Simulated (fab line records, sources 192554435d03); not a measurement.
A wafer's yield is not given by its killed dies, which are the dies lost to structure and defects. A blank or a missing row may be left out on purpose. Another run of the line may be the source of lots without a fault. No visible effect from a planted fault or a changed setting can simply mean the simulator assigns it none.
Struck lot and sound lot, side by side	flow n5_finfet	40 out of 1938 route steps
Sound: the wafers L125.2, L125.3, L125.5. Struck: wafers L124.1, L124.4, L124.5. The cause comes at the end.
Each step with rows lists, per side, the tool, then ch with its chambers, then its first start. Under that, the readings that differ: sound wafers	struck wafers	difference of the means	sigmas: that difference in standard deviations of wafers without a fault.
alike: same words and numbers on both sides, and readings whose means sit less than 2 such deviations apart. not compared: any withheld reading, any reading some wafer has no value for, any bound like >300 that may hide the same value, and any number with overlapping values for which the record gives no deviation.
Wherever a step has rows on one side only, a row that says differs or no value, or a row with sigmas, the two part there. Non-overlapping numbers with no deviation appear without sigmas and do not part them. Lack of a reading on every wafer of one side parts them only where that side has two or more wafers.

first, 9 steps without rows for these wafers: N5_MOL_CONTACT_COAG_PRE_CLEAN_121; N5_MOL_CONTACT_COAG_CVD_140 (deposits W, target thk 66.5 nm, time 215 s); N5_MOL_CONTACT_COAG_PRECLEAN_127 (cleans in DIW, time 57.5 s); N5_MOL_CONTACT_COAG_SRD_128 (dry time 32 s); N5_MOL_CONTACT_COAG_CMP_52 (polishes, stops on SiO2, t overpolish 1.5 s, target thk 66.5 nm); N5_MOL_CONTACT_COAG_ANNEAL_112 (time 1800 s); N5_BEOL_M0_SAQP_PECVD_00 (deposits SiCN from 3MS/NH3, target thk 8 nm, time 14 s); N5_BEOL_M0_SAQP_ILD_DEP_01 (deposits SiOC from DEMS/O2, target thk 45.419 nm, time 8.7 s); N5_BEOL_M0_SAQP_HM_DEP_02 (deposits TiN, target thk 12 nm).
N5_BEOL_M0_SAQP_PECVD_03: deposits SiCN from 3MS/NH3, target thk 12 nm, time 21.1 s.
  sound on pecvd-03 ch 0,1, day 11 00:31; struck on pecvd-04 ch 0,2, day 10 22:55
  alike: showerhead_plenum_p_Torr, throttle_valve_pct
then, 12 steps without rows for these wafers: N5_BEOL_M0_SAQP_PECVD_96 (deposits a-Si from SiH4/He, target thk 45 nm, time 45.2 s); N5_BEOL_M0_SAQP_PECVD_97 (deposits SiNx from SiH4/NH3/N2, target thk 23 nm, time 19.9 s); N5_BEOL_M0_SAQP_PECVD_04 (deposits a-Si from SiH4/He, target thk 60 nm, time 60.2 s); N5_BEOL_M0_SAQP_HM_DEP_111 (deposits SiO2 from SiH4/N2O, target thk 12 nm, time 7.2 s); N5_BEOL_M0_SAQP_COAT_81 (time 60 s, resist thk 100 nm); N5_BEOL_M0_SAQP_COAT_82 (time 60 s, resist thk 30 nm); N5_BEOL_M0_SAQP_COAT_08 (resist thk 90 nm); N5_BEOL_M0_SAQP_EBR_10; N5_BEOL_M0_SAQP_SOFTBAKE_09 (time 60 s); N5_BEOL_M0_SAQP_EXPOSE_11 (exposes mask M0 CORE, target cd 42 nm); N5_BEOL_M0_SAQP_PEB_12 (peb time 60 s); N5_BEOL_M0_SAQP_DEVELOP_13 (develop time 30 s).
N5_BEOL_M0_SAQP_INSPECT_16: inspects for defects (brightfield).
  sound on defect_inspect-01, day 11 01:16; struck on defect_inspect-01, day 10 23:41
reading	sound	struck	difference	sigmas
raw_defect_count	443 723 311	1870 1800 2094	+1429	+13
then, 13 steps without rows for these wafers: N5_BEOL_M0_SAQP_DESCUM_19 (chemistry O2, time 7.9 s); N5_BEOL_M0_SAQP_ETCH_83 (etches SiARC in CF4, target depth 39 nm, time 65 s); N5_BEOL_M0_SAQP_ETCH_84 (etches SOC in N2/H2, target depth 100 nm, overetch 20 nm, time 150 s); N5_BEOL_M0_SAQP_STRIP_80 (strips in N2/H2); N5_BEOL_M0_SAQP_HM_OPEN_112 (chemistry CHF3/O2, target SiO2, stops on a-Si, target depth 12 nm, time 13.5 s); N5_BEOL_M0_SAQP_STRIP_113 (strips in CHF3/O2); N5_BEOL_M0_SAQP_MANDREL_ETCH_20 (etches a-Si in HBr/Cl2, stops on SiNx, target depth 60 nm, bt time 10 s, time 30 s); N5_BEOL_M0_SAQP_STRIP_86 (strips in N2/H2); N5_BEOL_M0_SAQP_STRIP_115 (strips in post etch residue remover, time 60 s); N5_BEOL_M0_SAQP_SRD_93 (time 30 s); N5_BEOL_M0_SAQP_RECESS_114 (chemistry HF/NH3, target SiO2, target depth 14.4 nm, afs cycles 3, sublimation time 60 s); N5_BEOL_M0_SAQP_SPACER1_ALD_98 (deposits SiO2, target thk 12.8 nm, pulse time 1 s, purge time 2 s); N5_BEOL_M0_SAQP_SPACER1_ETCHBACK_99 (etches SiO2 in CHF3/O2, target depth 15.4 nm, time 7.7 s).
N5_BEOL_M0_SAQP_INSPECT_42: inspects for defects (brightfield).
  sound on defect_inspect-01, day 11 05:20; struck on defect_inspect-02, day 11 03:45
reading	sound	struck	difference	sigmas
raw_defect_count	351 347 231	1716 1616 1747	+1383	+18
N5_BEOL_M0_CUTY_INSPECT_59: inspects for defects (macro).
  sound on defect_inspect-01, day 11 06:56; struck on defect_inspect-02, day 11 05:28
reading	sound	struck	difference	sigmas
raw_defect_count	1 1 4	>300 >300 >300	differs	
-- here the record skips 2 days between the struck wafers' starts before and after, leaving off in module BEOL_M0_CUTY and picking up in module BEOL_M4 (first step shown: number 1111 of the route) --
N5_BEOL_M4_RC_MEAS_101:
  sound on prober-01 ch 0, day 13 15:30; struck on prober-02 ch 0, day 13 12:22
reading	sound	struck	difference	sigmas
SS_N (mV/dec)	70.4 71.4 70.2	71.6 71.7 71.9	+1.1	+2
SS_P (mV/dec)	72.2 72.8 72.3	73.6 73.4 74.0	+1.2	+2
  alike: DIBL_N, DIBL_P, IOFF_N, IOFF_P, ION_N, ION_P, VT_N, VT_P
-- record jumps: 4 days separate the struck wafers' starts on either side; left off in module BEOL_M4, taken up again in module PASSIVATION, whose first shown step is the route's number 1936 --
N5_PASSIVATION_PROBE_49:
  record: rows for the struck wafers here (prober-02, day 17 11:24), none for the sound ones

WHERE THEY PART
Earliest at N5_BEOL_M0_SAQP_INSPECT_16; latest, in this record, at N5_PASSIVATION_PROBE_49.

WHY: the cause the simulator had injected
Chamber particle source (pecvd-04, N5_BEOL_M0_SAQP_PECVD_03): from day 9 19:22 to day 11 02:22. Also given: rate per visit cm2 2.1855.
